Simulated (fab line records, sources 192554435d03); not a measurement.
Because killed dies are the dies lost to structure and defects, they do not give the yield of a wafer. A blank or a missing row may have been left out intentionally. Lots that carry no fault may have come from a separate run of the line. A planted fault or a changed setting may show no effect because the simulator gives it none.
3 desks, one fault    flow n5-finfet    only its own numbers are on each desk; what lay behind them is given at the end

== FOR THE TOOL OWNER'S DESK: rie-diel-05 ==
The tool's own readings at N5_MOL_CONTACT_COAG_ETCH_91 (etches SOC in N2/H2, target depth 60 nm, overetch 21 nm, time 101.2 s): means of the sampled wafers that have a number, for each lot that ran on this tool. If a lot's mean is further than 4 standard deviations from the usual mean, the lot is out of limits and carries the mark OUT (the distance appears in the brackets).
Columns: A = bias-w at N5_MOL_CONTACT_COAG_ETCH_91, usual 150.0 W; B = drypump-motor-current-A at N5_MOL_CONTACT_COAG_ETCH_91, usual 5.7 A; C = oes-product-au at N5_MOL_CONTACT_COAG_ETCH_91, usual 0.65 a.u.; D = rf-vpp-V at N5_MOL_CONTACT_COAG_ETCH_91, usual 523.2 V; E = showerhead-plenum-p-Torr at N5_MOL_CONTACT_COAG_ETCH_91, usual 2.51 Torr; F = throttle-valve-pct at N5_MOL_CONTACT_COAG_ETCH_91, usual 17.77 %
lot   first seen here  A      B    C     D      E     F
L586  day 7 09:12      150.1  5.4  0.68  524.7  2.55  17.73
L593  day 9 01:44      149.8  5.4  0.61  524.5  2.57  17.71
L595  day 9 18:08      149.8  5.5  0.61  524.8  2.59  17.64
This desk found nothing out of limits on any of the 3 lots.

== THE DEFECT DESK ==
Per lot, the means of the sampled wafers with a number show what the inspections along the route counted. If a lot's mean is further than 4 standard deviations from the usual mean, the lot is out of limits and carries the mark OUT (the distance appears in the brackets).
Columns: A = raw-defect-count at N5_MOL_CONTACT_COAG_INSPECT_57, usual 183
lot   first seen here  A
L578  day 5 13:51      179
L586  day 7 08:31      232
L593  day 9 01:03      104
L595  day 9 17:40      113
L598  day 10 09:17     245
L599  day 10 16:06     171
This desk found nothing out of limits on any of the 6 lots.

== THE METROLOGY DESK ==
Means of the sampled wafers that have a number, per lot and without regard to the tool the lot ran on: this is what the gauges read. If a lot's mean is further than 4 standard deviations from the usual mean, the lot is out of limits and carries the mark OUT (the distance appears in the brackets). Readings shown: 7 of its 12, picked as those furthest out on some lot.
Columns: A = cd-nm at N5_MOL_CONTACT_COAG_CD_MEAS_84, usual 25.07 nm; B = VG_OVL at N5_MOL_CONTACT_COAG_OVL_MEAS_85, usual 0.3 nm; C = DIBL_N at N5_BEOL_M4_RC_MEAS_101, usual 35.8 mV/V; D = DIBL_P at N5_BEOL_M4_RC_MEAS_101, usual 35.6 mV/V; E = ION_N at N5_BEOL_M4_RC_MEAS_101, usual 672 uA/um; F = SS_N at N5_BEOL_M4_RC_MEAS_101, usual 71.2 mV/dec; G = SS_P at N5_BEOL_M4_RC_MEAS_101, usual 73.1 mV/dec
lot   first seen here  A      B     C     D     E    F     G
L578  day 5 13:46      25.30  0.5   36.5  37.8  675  70.5  73.4
L586  day 7 08:26      25.51  0.8   35.9  35.7  672  70.9  73.0
L593  day 9 00:58      24.97  -0.8  36.5  36.3  681  71.3  73.2
L595  day 9 17:33      25.04  -0.7  37.2  37.5  672  71.9  73.6
L598  day 10 09:11     25.16  1.5   36.9  37.7  665  71.7  73.6
L599  day 10 16:01     25.17  -0.6  35.2  34.4  681  70.9  72.6
This desk found nothing out of limits on any of the 6 lots.

== ALL TOGETHER ==
Nothing out of limits was seen by the tool owner's desk.
The defect desk saw nothing out of limits.
At the metrology desk, nothing out of limits was observed.

== WHAT HAD BEEN PUT IN BY THE SIMULATOR ==
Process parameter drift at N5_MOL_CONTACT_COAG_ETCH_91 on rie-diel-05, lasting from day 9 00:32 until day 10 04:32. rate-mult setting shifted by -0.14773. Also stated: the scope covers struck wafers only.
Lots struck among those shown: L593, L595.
